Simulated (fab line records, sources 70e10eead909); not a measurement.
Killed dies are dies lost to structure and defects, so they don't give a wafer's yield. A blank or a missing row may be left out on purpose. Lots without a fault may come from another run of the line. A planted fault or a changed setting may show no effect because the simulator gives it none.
Chamber matching | flow nand_harc | NHARC_A_STAIRCASE_DESCUM_168 on rie_diel-02: 4 sister chambers
The step chemistry O2, time 3 s. 8 wafers are shown with their chamber, then 11 later ones without.

WAFERS WITH THEIR CHAMBER
wafer  | chamber | drypump_motor_current_A (A) | showerhead_plenum_p_Torr (Torr)
L082.2 | 0       | 5.60                        | 1.79
L086.1 | 3       | 5.21                        | 1.95
L086.3 | 0       | 5.64                        | 1.78
L087.5 | 1       | 5.77                        | 2.03
L088.2 | 2       | 6.02                        | 1.84
L088.4 | 3       | 5.22                        | 1.95
L088.6 | 2       | 6.01                        | 1.84
L090.1 | 1       | 5.80                        | 2.03

WAFERS WITHOUT THEIR CHAMBER
wafer  | drypump_motor_current_A (A) | showerhead_plenum_p_Torr (Torr)
L090.3 | 6.00                        | 1.84
L090.6 | 5.64                        | 1.78
L093.1 | 5.78                        | 2.03
L093.3 | 5.67                        | 1.78
L093.5 | 5.66                        | 1.78
L092.3 | 6.01                        | 1.84
L092.4 | 6.01                        | 1.84
L092.6 | 5.60                        | 1.78
L097.2 | 5.60                        | 1.77
L097.3 | 5.75                        | 2.02
L097.6 | 5.64                        | 1.77

WHICH CHAMBER EACH WENT THROUGH
wafer  | from the rows above | in truth
L090.3 | 2                   | 2
L090.6 | 0                   | 0
L093.1 | 1                   | 1
L093.3 | 0                   | 0
L093.5 | 0                   | 0
L092.3 | 2                   | 2
L092.4 | 2                   | 2
L092.6 | 0                   | 0
L097.2 | 0                   | 0
L097.3 | 1                   | 1
L097.6 | 0                   | 0
Placed correctly: 11 of 11. Can't be placed from these rows: 0. Placed wrongly: 0.
How it was worked out, from the rows above alone: a wafer's distance from a chamber is the root of the sum, over the readings, of the square of ((its reading less the chamber's mean) divided by the reading's scatter). The wafer belongs to the nearest chamber; if the next one is less than 2 further off, it can't be placed. A chamber's mean is the mean of its shown wafers. The scatter: the root of (the sum of the squares of (reading less its chamber's mean) over the shown wafers, divided by (wafers less chambers)).
